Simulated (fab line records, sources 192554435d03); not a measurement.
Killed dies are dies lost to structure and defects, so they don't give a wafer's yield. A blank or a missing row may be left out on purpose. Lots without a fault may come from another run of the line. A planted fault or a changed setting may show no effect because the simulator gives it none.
fab line records | flow n5_finfet
record lots=10 wafers=29 last_day=17
route steps=1938 shown ZERO_LAYER@13 WELL_APT@31 BEOL_M4@1111 PASSIVATION@1936
lots that met no fault: from a run of the same line without faults
start_h: hours from the record's first day to the start of the lot's first wafer shown | wait_h: hours since the lot's step before | " the same as in the row above | L1.1+2: a row that stands for several wafers | - no value, or no start given | * or withheld: withheld | < > ~ a bound
route shown NAME@n: a module of which the file shows steps, and the number in the route of the first | usual: mean/standard deviation of fault-free wafers | same: alike in all rows | chamber/n: place in a boat | sites: the reading at each site | _std_site: their standard deviation | _edge_site: outer sites' mean less inner sites' | radius_mm: how far each site lies from the wafer's centre | mask NAME#n: copy n | behind: the tool/chamber that last shaped the wafer | hold: why the lot was held/for how many hours/how that ended | device: the transistor (n, p or np) that didn't switch | end of line: the same wafers' tests at the end of the route | a step without rows: its recipe alone | killed: dies lost to structure and defects at the first sort, not the wafer's yield | map: a wafer's dies, x killed, . not, _ none there
set.NAME: the setting as run; set.NAME@STEP: as run at that earlier step | model.NAME: the simulator's own value behind a step, which no gauge read
steps of the route over a sample of lots; a table a step, a row a wafer
services: from which hour (start_h, from the record's first day; less than 0 if before it) a tool's chamber was out of use, for how many hours, and why
## steps
# step N5_ZERO_LAYER_CD_MEAS_11
# recipe target_cd_nm=2000 landing_energy_ev=500 detector=se_inlens
# usual cd_nm=2000.7/2.2
# same landing_energy_ev=500
# columns lot.wafer tool chamber start_h wait_h cd_nm
L526.2 cd_sem-03 0 12.64 - 2000.2
L526.5 " 0 " " 2001.0
L527.3 cd_sem-02 0 18.66 - 1998.5
L527.5 " 0 " " 2000.0
L527.6 " 0 " " 1999.2
L534.2 cd_sem-02 0 60.78 - 1998.2
L534.5 " 0 " " 1998.6
L534.6 " 0 " " 2002.9
L539.1 cd_sem-03 0 90.64 - 1998.6
L539.5 " 0 " " 1999.3
L539.6 " 0 " " 2000.3
L541.2 cd_sem-01 0 102.77 - 2000.5
L541.4 " 0 " " 2000.0
L541.5 " 0 " " 2004.1
L543.2 cd_sem-02 0 114.67 - 1999.6
L543.3 " 0 " " 1999.8
L543.6 " 0 " " 1998.2
L544.2 cd_sem-02 0 120.64 - 1998.6
L544.3 " 0 " " 1998.2
L544.4 " 0 " " 1997.4
L546.1 cd_sem-03 0 132.64 - 2005.7
L546.5 " 0 " " 2002.4
L546.6 " 0 " " 2001.3
L547.1 cd_sem-03 0 138.64 - 1999.2
L547.3 " 0 " " 1999.7
L547.4 " 0 " " 2002.7
L548.1 cd_sem-02 0 144.64 - 1999.0
L548.3 " 0 " " 2000.9
L548.4 " 0 " " 1998.3
# step N5_ZERO_LAYER_INSPECT_20
# recipe inspect_instrument=darkfield mode=post_clean
# usual raw_defect_count=42/20
# columns lot.wafer tool chamber start_h wait_h raw_defect_count
L526.2 defect_inspect-02 - 13.25 0.0 42
L526.5 " - " " 46
L527.3 defect_inspect-02 - 19.33 0.0 92
L527.5 " - " " 36
L527.6 " - " " 81
L534.2 defect_inspect-02 - 61.39 0.0 35
L534.5 " - " " 36
L534.6 " - " " 70
L539.1 defect_inspect-02 - 91.30 0.0 60
L539.5 " - " " 54
L539.6 " - " " 63
L541.2 defect_inspect-01 - 103.73 0.0 108
L541.4 " - " " 39
L541.5 " - " " 37
L543.2 defect_inspect-01 - 115.97 0.0 45
L543.3 " - " " 49
L543.6 " - " " 29
L544.2 defect_inspect-01 - 121.26 0.0 57
L544.3 " - " " 13
L544.4 " - " " 35
L546.1 defect_inspect-02 - 133.26 0.0 11
L546.5 " - " " 42
L546.6 " - " " 27
L547.1 defect_inspect-02 - 140.04 0.0 62
L547.3 " - " " 81
L547.4 " - " " 63
L548.1 defect_inspect-02 - 145.25 0.0 37
L548.3 " - " " 52
L548.4 " - " " 25
# step N5_WELL_APT_DESCUM_13
# recipe chemistry=O2 time_s=7.9 source_power_w=50 bias_power_w=20 pressure_mtorr=20 rf_frequency_hz=2.712e+07 temp_c=40 o2_flow_sccm=225
# usual chamber_pressure_mTorr=20.000/0.019 drypump_motor_current_A=5.6/0.37 oes_product_au=0.77/0.063 rf_vpp_V=243.4/1.2 showerhead_plenum_p_Torr=2.11/0.065 throttle_valve_pct=20.40/0.29
# columns lot.wafer tool chamber start_h wait_h chamber_pressure_mTorr drypump_motor_current_A oes_product_au rf_hours_counter_h rf_vpp_V showerhead_plenum_p_Torr throttle_valve_pct
L526.2 rie_diel-03 1 13.64 0.0 20.005 5.7 0.95 8 245.2 2.13 20.08
L526.5 " 1 " " 19.993 5.7 0.95 - 244.0 2.13 20.11
L527.3 rie_diel-01 0 19.85 0.0 19.990 5.9 0.69 221 242.7 2.07 20.60
L527.5 " 0 " " 20.014 5.9 0.69 - 242.3 2.07 20.60
L527.6 " 3 " " 20.010 5.5 0.75 - 241.7 2.10 20.64
L534.2 rie_diel-05 0 61.79 0.0 19.986 5.4 0.78 143 244.3 2.17 20.68
L534.5 " 1 " " 19.963 5.7 0.78 - 245.4 2.18 20.39
L534.6 " 0 " " 19.987 5.4 0.78 - 244.5 2.17 20.67
L539.1 rie_diel-03 2 91.92 0.3 19.991 5.0 0.76 152 242.3 2.11 20.38
L539.5 " 2 " " 19.984 5.0 0.77 - 243.5 2.11 20.37
L539.6 " 3 " " 19.962 5.7 0.82 - 243.2 2.00 19.79
L541.2 rie_diel-01 0 105.07 1.0 20.018 5.9 0.66 243 243.0 2.06 20.63
L541.4 " 3 " " 20.007 5.6 0.71 188 243.2 2.09 20.69
L541.5 " 2 " " 20.034 5.7 0.71 - 242.7 2.07 20.86
L543.2 rie_diel-05 0 116.48 0.0 20.020 5.4 0.77 165 245.3 2.16 20.71
L543.3 " 1 " " 19.972 5.6 0.76 167 244.3 2.17 20.41
L543.6 " 1 " " 20.017 5.6 0.75 - 244.7 2.17 20.41
L544.2 rie_diel-05 3 121.77 0.0 19.994 6.5 0.67 233 241.5 1.99 20.56
L544.3 " 2 " " 20.079 5.2 0.72 198 244.9 2.16 20.72
L544.4 " 0 " " 20.006 5.4 0.77 167 244.1 2.16 20.72
L546.1 rie_diel-03 1 133.70 0.1 19.995 5.7 0.88 41 244.3 2.12 20.17
L546.5 " 0 " " 19.968 5.9 0.75 - 244.6 2.18 20.22
L546.6 " 3 " " 19.986 5.7 0.83 - 242.2 2.00 19.79
L547.1 rie_diel-03 1 140.55 0.0 19.981 5.6 0.88 43 242.8 2.12 20.16
L547.3 " 3 " " 20.034 5.6 0.83 98 241.1 2.00 19.82
L547.4 " 2 " " 19.979 5.0 0.75 162 243.0 2.11 20.38
L548.1 rie_diel-05 3 145.64 0.0 19.993 6.5 0.67 242 241.3 1.99 20.57
L548.3 " 0 " " 19.974 5.4 0.77 176 245.4 2.16 20.73
L548.4 " 0 " " 20.013 5.4 0.76 - 245.4 2.16 20.73
# step N5_WELL_APT_IMPLANT_14
# recipe species=P energy_kev=160 dose_cm2=1.5e+13 tilt_deg=0 rotation_deg=0
# usual dose_ions_cm2=1.5002e+13/1.6e+10 faraday_current_uA=190/3.7
# columns lot.wafer tool chamber start_h wait_h dose_ions_cm2 faraday_current_uA
L526.2 implanter-01 0 13.77 0.1 1.5005e+13 185
L526.5 " 0 " " 1.5002e+13 192
L527.3 implanter-02 0 20.01 0.1 1.4993e+13 188
L527.5 " 0 " " 1.4993e+13 184
L527.6 " 0 " " 1.5003e+13 179
L534.2 implanter-02 0 61.91 0.1 1.4985e+13 188
L534.5 " 0 " " 1.4988e+13 190
L534.6 " 0 " " 1.4993e+13 195
L539.1 implanter-02 0 92.01 0.1 1.5037e+13 194
L539.5 " 0 " " 1.5026e+13 188
L539.6 " 0 " " 1.499e+13 186
L541.2 implanter-02 0 105.20 0.1 9.999e+12 131
L541.4 " 0 " " 1.0023e+13 128
L541.5 " 0 " " 1.0014e+13 128
L543.2 implanter-02 0 116.61 0.1 9.992e+12 125
L543.3 " 0 " " 9.987e+12 127
L543.6 " 0 " " 1.0013e+13 126
L544.2 implanter-02 0 121.90 0.1 1.002e+13 127
L544.3 " 0 " " 1.0029e+13 123
L544.4 " 0 " " 1.0021e+13 126
L546.1 implanter-01 0 133.80 0.1 1.5012e+13 191
L546.5 " 0 " " 1.5015e+13 186
L546.6 " 0 " " 1.501e+13 183
L547.1 implanter-01 0 140.65 0.1 1.5022e+13 185
L547.3 " 0 " " 1.5016e+13 188
L547.4 " 0 " " 1.5034e+13 194
L548.1 implanter-01 0 145.74 0.1 1.5015e+13 188
L548.3 " 0 " " 1.498e+13 192
L548.4 " 0 " " 1.4995e+13 192
# step N5_BEOL_M4_RC_MEAS_101
# usual DIBL_N=36.9/1.6 DIBL_P=37.1/2 IOFF_N=0.17/0.032 IOFF_P=0.22/0.036 ION_N=674/12 ION_P=463/7.8 RS_NWELL=1037/6.1 SS_N=71.7/0.63 SS_P=73.5/0.62 VT_N=249/3.3 VT_P=-250/3.5
# columns lot.wafer tool chamber start_h wait_h DIBL_N[mV/V] DIBL_P[mV/V] IOFF_N[nA/um] IOFF_P[nA/um] ION_N[uA/um] ION_P[uA/um] RS_NWELL[ohm/sq] SS_N[mV/dec] SS_P[mV/dec] VT_N[mV] VT_P[mV]
L526.2 prober-01 0 179.83 0.2 36.2 35.7 0.16 0.21 685 463 1034 72.0 73.2 248 -251
L526.5 " 0 " " 38.1 38.2 0.20 0.25 693 468 1037 72.9 74.0 245 -246
L527.3 prober-02 0 188.90 0.3 36.8 37.8 0.15 0.27 664 466 1044 71.3 73.3 252 -245
L527.5 " 0 " " 36.7 36.2 0.15 0.24 649 462 1036 71.9 73.0 251 -247
L527.6 " 0 " " 37.8 37.1 0.17 0.25 666 466 1037 71.1 73.1 249 -244
L534.2 prober-01 0 236.71 0.2 35.6 37.6 0.16 0.21 676 466 1039 71.0 73.9 250 -249
L534.5 " 0 " " 35.7 37.9 0.16 0.22 674 458 1044 71.9 73.2 250 -252
L534.6 " 0 " " 34.7 36.8 0.14 0.20 659 459 1037 71.3 72.9 254 -252
L539.1 prober-01 0 241.76 0.0 37.2 38.2 0.17 0.24 681 473 1048 71.6 73.7 248 -249
L539.5 " 0 " " 36.7 37.3 0.16 0.22 685 474 1040 71.9 72.7 249 -252
L539.6 " 0 " " 38.8 38.7 0.20 0.25 680 455 1038 72.4 73.4 246 -249
L541.2 prober-01 0 257.42 0.2 38.2 39.2 0.21 0.25 688 465 1290 72.6 74.0 247 -244
L541.4 " 0 " " 37.9 39.5 0.21 0.25 679 465 1299 72.9 73.4 246 -249
L541.5 " 0 " " 35.0 36.4 0.15 0.21 662 457 1298 71.8 73.9 248 -252
L543.2 prober-02 0 279.41 0.2 38.5 38.4 0.20 0.23 671 458 1290 72.4 73.7 248 -248
L543.3 " 0 " " 36.6 36.3 0.16 0.20 654 453 1299 72.5 73.3 250 -252
L543.6 " 0 " " 36.5 35.3 0.15 0.18 653 446 1295 72.2 72.3 254 -254
L544.2 prober-01 0 280.19 0.2 36.1 35.9 0.16 0.25 672 468 1299 71.8 73.7 247 -246
L544.3 " 0 " " 39.8 38.9 0.24 0.30 697 479 1296 72.4 74.4 243 -243
L544.4 " 0 " " 37.8 37.5 0.20 0.28 695 473 1301 71.5 73.8 245 -244
L546.1 prober-02 0 298.40 0.0 38.9 36.3 0.19 0.25 672 465 1041 73.1 74.1 250 -247
L546.5 " 0 " " 36.9 34.8 0.15 0.23 674 463 1033 71.7 74.1 251 -249
L546.6 " 0 " " 35.1 33.3 0.13 0.20 666 462 1029 71.1 73.0 253 -250
L547.1 prober-01 0 300.02 0.0 36.6 38.6 0.18 0.22 679 459 1036 72.4 73.8 250 -249
L547.3 " 0 " " 37.0 40.2 0.19 0.25 675 459 1035 72.4 74.0 248 -252
L547.4 " 0 " " 37.5 40.7 0.20 0.27 683 468 1033 72.8 74.1 246 -247
L548.1 prober-01 0 302.13 0.0 36.7 34.9 0.18 0.25 682 472 1033 71.2 73.7 246 -246
L548.3 " 0 " " 35.1 32.2 0.14 0.20 667 464 1036 71.7 72.9 253 -249
L548.4 " 0 " " 38.2 36.6 0.19 0.27 673 466 1028 72.0 73.8 248 -245
# step N5_PASSIVATION_PROBE_49
# usual defect_limited_yield=90.9/1.6 killed_at_M0_to_M3=34/11 killed_at_M4_up=14/5.7 killed_at_contacts=13/6.5 killed_at_front_end=43/11 killed_at_other=4/3.1 killed_dies=107/19 killed_open=71/14 killed_short=35/7.9 sort_bin_5_function=5.3/1.1 sort_bin_6_memory=3.4/0.74 sort_n_pass=1073/19 sort_yield_pct=90.9/1.6
# same gross_dies=1180 killed_at_back_side=0 sort_bin_4_leakage[%]=0 sort_bin_8_speed[%]=0
# columns lot.wafer tool chamber start_h wait_h defect_limited_yield[%] killed_at_M0_to_M3 killed_at_M4_up killed_at_contacts killed_at_front_end killed_at_other killed_dies killed_open killed_short sort_bin_5_function[%] sort_bin_6_memory[%] sort_n_pass sort_yield_pct[%]
L526.2 prober-01 - 292.48 0.1 90.9 26 19 12 46 4 107 75 32 5.7 3.1 1073 90.9
L526.5 prober-01 - 292.63 0.2 90.5 29 21 11 51 0 112 73 30 4.4 4.0 1068 90.5
L544.2 prober-02 - 370.57 0.1 90.3 51 15 10 30 8 114 73 40 6.3 3.0 1066 90.3
L544.3 prober-02 - 370.62 0.1 93.9 39 5 7 21 0 72 42 30 3.8 2.2 1108 93.9
L543.2 prober-01 - 374.82 0.1 93.2 10 9 10 49 2 80 54 25 3.9 2.7 1100 93.2
L543.3 prober-01 - 374.87 0.1 90.4 22 9 20 52 10 113 84 29 4.9 4.6 1067 90.4
L543.6 prober-01 - 375.02 0.3 91.3 22 19 9 45 8 103 74 29 5.3 3.2 1077 91.3
# killed by level:class
L526.2 STI_FIN_REVEAL:geometric_particle:open=20 MOL_CONTACT_COAG:geometric_particle:open=11 BEOL_M4:geometric_particle:open=9 BEOL_M0_SAQP:geometric_particle:short=8 BEOL_M2:geometric_particle:open=7 BEOL_M1:geometric_particle:open=5 FIN_SAQP:geometric_particle:open=4 GATE_CUT:geometric_particle:short=4
L526.5 MOL_CONTACT_COAG:geometric_particle:open=10 STI_FIN_REVEAL:geometric_particle:open=9 BEOL_M2:geometric_particle:open=8 BEOL_M3:geometric_particle:open=8 HKMG_FIN:area_etch=8 BEOL_M4:geometric_particle:open=7 FIN_SAQP:geometric_particle:open=6 GATE_CUT:geometric_particle:short=5
L544.2 BEOL_M0_SAQP:geometric_particle:short=13 STI_FIN_REVEAL:geometric_particle:open=10 BEOL_M1:geometric_particle:open=10 BEOL_M3:geometric_particle:open=9 MOL_CONTACT_COAG:geometric_particle:open=8 BEOL_M0:geometric_particle:open=6 BEOL_M4:geometric_particle:open=6 BEOL_M0:geometric_particle:short=5
L544.3 BEOL_M0_SAQP:geometric_particle:short=18 STI_FIN_REVEAL:geometric_particle:open=10 MOL_CONTACT_COAG:geometric_particle:open=6 BEOL_M0_SAQP:geometric_particle:open=6 BEOL_M1:geometric_particle:open=5 BEOL_M0:geometric_particle:open=3 BEOL_M1:geometric_particle:short=3 FIN_SAQP:geometric_particle:open=2
L543.2 STI_FIN_REVEAL:geometric_particle:open=10 MOL_CONTACT_COAG:geometric_particle:open=9 FIN_SAQP:geometric_particle:short=6 GATE_CUT:geometric_particle:open=6 BEOL_M4:geometric_particle:open=6 STARTING-WAFER:geometric_particle:open=5 ILD0:geometric_particle:open=4 FIN_SAQP:geometric_particle:open=3
L543.3 MOL_CONTACT_COAG:geometric_particle:open=16 STI_FIN_REVEAL:geometric_particle:open=13 FIN_SAQP:geometric_particle:open=12 FIN_SAQP:geometric_particle:short=10 BEOL_M3:geometric_particle:open=8 DUMMY_GATE:geometric_particle:open=6 BEOL_M2:geometric_particle:open=5 BEOL_M4:geometric_particle:open=5
L543.6 BEOL_M4:geometric_particle:open=10 FIN_SAQP:geometric_particle:short=9 STI_FIN_REVEAL:geometric_particle:open=8 MOL_CONTACT_COAG:geometric_particle:open=8 BEOL_M3:geometric_particle:open=8 BEOL_M0:geometric_particle:open=5 FIN_SAQP:geometric_particle:open=4 DUMMY_GATE:geometric_particle:open=4
## services
# columns tool chamber start_h hours kind
implanter-02 - -9.96 4.0 repair
rie_diel-03 0 9.42 4.5 repair
implanter-02 - 29.90 4.4 pm
implanter-02 - 36.06 4.2 repair
rie_diel-05 0 36.82 12.6 repair
implanter-01 - 64.22 3.8 repair
rie_diel-01 - 64.71 1.3 repair
implanter-02 - 69.29 1.4 repair
implanter-01 - 83.93 0.6 repair
rie_diel-03 - 93.58 15.6 pm
rie_diel-01 0 120.89 - clean
rie_diel-01 0 120.89 - consumable_replace:focus_ring
rie_diel-01 0 120.89 14.7 scheduled_down
rie_diel-01 0 120.89 14.7 vent_cycle
rie_diel-03 - 128.92 2.1 repair
implanter-01 - 130.99 2.0 repair
implanter-02 - 133.27 3.3 repair
implanter-01 - 137.53 2.0 repair
rie_diel-05 2 141.89 14.4 repair
## key
first_sign step=N5_WELL_APT_IMPLANT_14 reading=dose_ions_cm2 direction=down sigmas=99+ usual=1.5002e+13 struck=1.0011e+13
effect step=N5_WELL_APT_IMPLANT_14 reading=faraday_current_uA direction=down sigmas=17 usual=190 struck=127
effect step=N5_BEOL_M4_RC_MEAS_101 reading=RS_NWELL direction=up sigmas=43 usual=1037 struck=1296
met_at N5_WELL_APT_IMPLANT_14
struck_lots L541,L543,L544
not_acting_at N5_ZERO_LAYER_CD_MEAS_11,N5_ZERO_LAYER_INSPECT_20,N5_WELL_APT_DESCUM_13
onset_between 92.01 105.20
fault kind=process_parameter_drift tool=implanter-02 chamber=- onset_h=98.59 steps=N5_WELL_APT_IMPLANT_14 channel=dose_cm2 offset=-4.9804e+12 shape=step end_h=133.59 acts_in=these_recipes_only stated=1.5e+13
